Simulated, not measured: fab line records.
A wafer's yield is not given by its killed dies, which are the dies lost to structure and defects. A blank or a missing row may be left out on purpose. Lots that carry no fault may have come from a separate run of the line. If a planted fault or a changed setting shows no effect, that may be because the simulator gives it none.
3 desks looking at one fault || flow nand_harc || each desk has only its own numbers; what lay behind them comes last

== THE METROLOGY DESK ==
Lot by lot, what the gauges showed, no matter which tool ran the lot: averages of those sampled wafers that carry a number. Marked OUT: a lot whose mean sits more than 4 standard deviations from the usual mean, which makes it out of limits; the brackets give that distance.
Columns: A = cd_nm at NHARC_A_M1_CD_MEAS_09, usual 120.0 nm; B = overlay_x_nm at NHARC_A_M1_OVL_MEAS_10, usual 0.0 nm; C = overlay_y_nm at NHARC_A_M1_OVL_MEAS_10, usual -0.2 nm; D = cd_nm at NHARC_A_M1_CD_MEAS_16, usual 119.6 nm
{"lot": "L161", "first seen here": "day 25 12:56", "A": 121.7, "B": 0.4, "C": 0.8, "D": 121.4}
{"lot": "L163", "first seen here": "day 25 22:22", "A": 120.4, "B": 1.0, "C": 1.3, "D": 119.9}
{"lot": "L167", "first seen here": "day 28 02:14", "A": 120.3, "B": 0.0, "C": 1.2, "D": 120.1}
{"lot": "L169", "first seen here": "day 28 14:43", "A": 119.9, "B": -0.7, "C": -0.8, "D": 119.6}
{"lot": "L170", "first seen here": "day 29 08:35", "A": 119.5, "B": -0.5, "C": -0.4, "D": 119.3}
{"lot": "L179", "first seen here": "day 33 05:27", "A": 119.4, "B": -0.3, "C": 0.2, "D": 118.7}
This desk's finding: nothing out of limits on any of the 6 lots.

== FOR THE TOOL OWNER'S DESK: arfi_scanner-01 ==
The tool's own readings at NHARC_A_M1_EXPOSE_06 (exposes mask A M1, target cd 120 nm): means of the sampled wafers that have a number, for each lot that ran on this tool. Marked OUT: a lot whose mean sits more than 4 standard deviations from the usual mean, which makes it out of limits; the brackets give that distance.
Columns: A = focus_offset_nm at NHARC_A_M1_EXPOSE_06, usual -0.1 nm
{"lot": "L161", "first seen here": "day 25 12:47", "A": -0.2}
{"lot": "L167", "first seen here": "day 28 02:05", "A": -0.6}
{"lot": "L170", "first seen here": "day 29 08:27", "A": -0.7}
{"lot": "L179", "first seen here": "day 33 05:19", "A": -0.6}
This desk's finding: nothing out of limits on any of the 4 lots.

== THE DEFECT DESK ==
For each lot, the counts of the inspections along the route, averaged over the sampled wafers that have a number. Marked OUT: a lot whose mean sits more than 4 standard deviations from the usual mean, which makes it out of limits; the brackets give that distance.
Columns: A = raw_defect_count at NHARC_A_M0_INSPECT_27, usual 528; B = raw_defect_count at NHARC_A_M1_INSPECT_11, usual 89
{"lot": "L161", "first seen here": "day 25 11:40", "A": 791, "B": 128}
{"lot": "L163", "first seen here": "day 25 20:41", "A": 747, "B": 169}
{"lot": "L167", "first seen here": "day 28 00:57", "A": 475, "B": 114}
{"lot": "L169", "first seen here": "day 28 13:19", "A": 501, "B": 98}
{"lot": "L170", "first seen here": "day 29 07:11", "A": 457, "B": 102}
{"lot": "L179", "first seen here": "day 33 04:03", "A": 406, "B": 28}
This desk's finding: nothing out of limits on any of the 6 lots.

== TAKEN TOGETHER ==
Metrology desk: nothing out of limits seen.
The tool owner's desk saw nothing out of limits.
Nothing the defect desk looked at was out of limits.

== WHAT THE SIMULATOR PUT IN ==
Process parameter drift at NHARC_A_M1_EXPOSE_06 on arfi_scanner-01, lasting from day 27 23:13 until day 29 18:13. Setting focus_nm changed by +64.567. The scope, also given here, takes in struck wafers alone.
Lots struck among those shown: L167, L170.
